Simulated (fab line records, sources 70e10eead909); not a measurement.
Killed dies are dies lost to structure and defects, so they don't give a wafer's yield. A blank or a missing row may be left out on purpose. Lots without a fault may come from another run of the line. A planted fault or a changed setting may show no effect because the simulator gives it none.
Problem report in the 8D (eight disciplines) form, filled by code | flow nand_harc | the parts of the form that need people (team, actions taken, sign-off) are left out

1. THE PROBLEM
time_to_endpoint_s at NHARC_P_M2_CMP_23 reads a mean of 13.2 s on 4 wafers of 2 lots; wafers without a fault read 29.4 s with a standard deviation of 2.2. That is -7.3 standard deviations from the usual mean.
The step: polishes, t overpolish 20 s, target thk 144.3 nm.
First seen on wafer L997.1, day 8 08:47, on cmp-02. The record holds 36 wafers of 12 lots with a number at this step. Rule for "out", or "out of limits": more than 4 standard deviations from the usual mean. The other wafers with a number count as sound.

2. WHAT IT IS AND WHAT IT IS NOT
question                    | is                             | is not
which readings at this step | time_to_endpoint_s             | edge_zone_pressure_frac, motor_current_A
which lots                  | L997, L999                     | L100, L101, L103, L104, L106, L110, L112, L989, L992, L993
which wafers of those lots  | L997.1, L997.5, L999.3, L999.6 | L997.6, L999.5
read on which tools         | cmp-02                         | cmp-01, cmp-04
when                        | from day 8 08:47               | up to then (10 sound wafers); but 22 sound wafers of L100, L101, L103, L104, L106, L110, L112, L999 came after

3. SUSPECTS, AND WHAT RULES EACH OUT
Counting: a tool at a process step up to the reading stays a suspect if it ran every lot that is out. Sound lots after the first of them don't rule it out here, since some wafers of a struck lot are sound.
- ecd_cu-02 at NHARC_P_M2_ECD_22 (material Cu, target thk 400 nm): kept. It ran every lot that is out, first L997 (day 8 08:07); its last sound lot up to then is L992 (day 7 00:05).
- cmp-02 at NHARC_P_M2_CMP_23 (polishes, t overpolish 20 s, target thk 144.3 nm): kept. It ran every lot that is out, first L997 (day 8 08:47); its last sound lot up to then is L992 (day 7 00:51). Its own readings are out on those wafers: time_to_endpoint_s.
- Within cmp-02 at NHARC_P_M2_CMP_23: the wafers that are out ran in chambers 1, 3; their sound lot-mates ran in chambers 0, 2.
Left after counting: ecd_cu-02 at NHARC_P_M2_ECD_22, cmp-02 at NHARC_P_M2_CMP_23.

4. THE CAUSE (what the simulator had put in)
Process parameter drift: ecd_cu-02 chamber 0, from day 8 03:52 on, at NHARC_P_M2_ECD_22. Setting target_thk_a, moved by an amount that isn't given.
Counting left 2 suspects, and this tool is among them.

5. THE CHAIN OF EFFECTS, in route order
Each row: a reading whose mean over the struck wafers that have a number lies more than 3 standard deviations from the usual. Only readings for which the record gives a usual standard deviation are gone through. hours: the time from each lot's start at the first step in this table that gives one to its start at this step, as a median over the lots. sigmas: the change in usual standard deviations.
hours | step              | reading            | usual  | on struck wafers | change | sigmas
0     | NHARC_P_M2_CMP_23 | time_to_endpoint_s | 29.4 s | 13.2             | -16.1  | -7.3
The process steps in it:
- NHARC_P_M2_CMP_23: polishes, t overpolish 20 s, target thk 144.3 nm.
Later measuring or inspecting steps at which every struck wafer that the step has a row for has a number for every such reading, and none has moved that far: NHARC_END_SORT_01.

6. WHAT WOULD HAVE CAUGHT IT SOONER
In this record the first reading out of limits was taken at day 8 08:47, 5 hours after the fault began at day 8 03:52.
Of the lots that are out (2), L999 began NHARC_P_M2_ECD_22 on ecd_cu-02 after day 8 08:47. A hold on the tool at that time would have spared it.
